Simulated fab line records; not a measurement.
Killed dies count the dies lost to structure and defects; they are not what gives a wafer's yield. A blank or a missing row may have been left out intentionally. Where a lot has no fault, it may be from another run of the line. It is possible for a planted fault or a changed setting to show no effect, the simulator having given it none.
Problem report, 8D (eight disciplines) form, completed by code + flow n5-finfet + the parts of the form that need people (team, actions taken, sign-off) are left out

== 1. WHAT IS WRONG ==
trench-depth-nm at N5_BEOL_M11_OCD_MEAS_38 reads a mean of 124.6 nm on 3 wafers of 1 lot; wafers without a fault read 148.4 nm with a standard deviation of 1.7. Measured from the usual mean, that is -14 standard deviations.
First seen on wafer L756.1, day 20 13:37, on ocd-01. Wafers with a number at this step in the record: 21, from 7 lots. The rule behind "out" and "out of limits": a value lying over 4 standard deviations away from the usual mean. All remaining wafers that have a number are taken as sound.

== 2. WHAT IT IS, AND WHAT IT ISN'T ==
| question                    | is                     | is not                             |
|-----------------------------|------------------------|------------------------------------|
| which readings at this step | trench-depth-nm        | -                                  |
| which lots                  | L756                   | L752, L754, L763, L766, L769, L770 |
| which wafers of those lots  | all that have a number | -                                  |
| read on which gauges        | ocd-01                 | ocd-02                             |
| when                        | from day 20 13:37      | up to then (18 sound wafers)       |

== 3. THE SUSPECTS, EACH WITH WHAT RULES IT OUT ==
Counting: any tool at a process step up to the reading is kept as a suspect provided that every lot that is out went through it and no sound lot did after the first of them.
- the gauge at N5_BEOL_M11_OCD_MEAS_38: ruled out. All the wafers that are out were read on ocd-01, but those of them that N5_BEOL_M11_THK_MEAS_53 has rows for are out there too, on other tools.
- rie-diel-03 at N5_BEOL_M11_VIA_ETCH_34 (etches SiCOH lowk in C4F6/O2, target depth 184.5 nm, time 69.2 s): kept. It ran the lot that is out, L756 (day 20 13:20), and no sound lot after that; its last sound lot up to then is L754 (day 14 06:00).
- rie-diel-03 at N5_BEOL_M11_TRENCH_ETCH_37 (etches SiCOH lowk in C4F6/O2, target depth 148.83 nm, time 48 s): kept. It ran the lot that is out, L756 (day 20 13:26), and no sound lot after that; its last sound lot up to then is L754 (day 14 06:06).
Remaining after the count are rie-diel-03 at N5_BEOL_M11_VIA_ETCH_34 and rie-diel-03 at N5_BEOL_M11_TRENCH_ETCH_37.

== 4. THE CAUSE (what the simulator had put in) ==
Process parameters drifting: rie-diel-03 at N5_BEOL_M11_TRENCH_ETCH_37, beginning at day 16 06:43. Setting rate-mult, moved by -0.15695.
Counting leaves 2 suspects; this tool is one of them.

== 5. THE EFFECT CHAIN, in route order ==
One row per reading whose mean, taken over the struck wafers that have a number, lies over 3 standard deviations from the usual. Readings are gone through only where the record gives a usual standard deviation; hours: the median, over the lots, of the time from a lot's start at the first step in this table giving one to that lot's start at this step; sigmas: the change measured in usual standard deviations.
| hours | step                    | reading           | usual         | on struck wafers | change  | sigmas |
|-------|-------------------------|-------------------|---------------|------------------|---------|--------|
| 0     | N5_BEOL_M11_OCD_MEAS_38 | trench-depth-nm   | 148.4 nm      | 124.6            | -23.8   | -14    |
| 3     | N5_BEOL_M11_THK_MEAS_53 | M11_THK           | 137.8 nm      | 116.2            | -21.6   | -11    |
| 3     | N5_BEOL_M11_RS_MEAS_57  | M11_RS            | 0.1515 ohm/sq | 0.1845           | +0.0330 | +13    |
| 30    | N5_BEOL_M15_RC_MEAS_101 | SERP_M11          | 3.08 ohm/um   | 3.72             | +0.64   | +9.5   |
| 30    | N5_BEOL_M15_RC_MEAS_101 | SERP_M11_max_site | 3.18 ohm/um   | 3.79             | +0.61   | +7.9   |
Later steps that measure or inspect, where all struck wafers having a row at the step show a number for every such reading and not one has moved that far: N5_BEOL_M11_CD_MEAS_35.

== 6. HOW IT WOULD HAVE BEEN CAUGHT EARLIER ==
In this record the first reading out of limits at a measuring or inspecting step was taken at day 20 13:37, 103 hours after the fault began at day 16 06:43.
Tool readings at N5_BEOL_M11_TRENCH_ETCH_37 with a usual standard deviation given in the record: none out on any struck wafer, hence no alarm at a limit of 4 standard deviations on them.
By day 20 13:37, every lot that is out (1) had started N5_BEOL_M11_TRENCH_ETCH_37 on rie-diel-03. Had the tool been put on hold then, not one of them would have been saved.
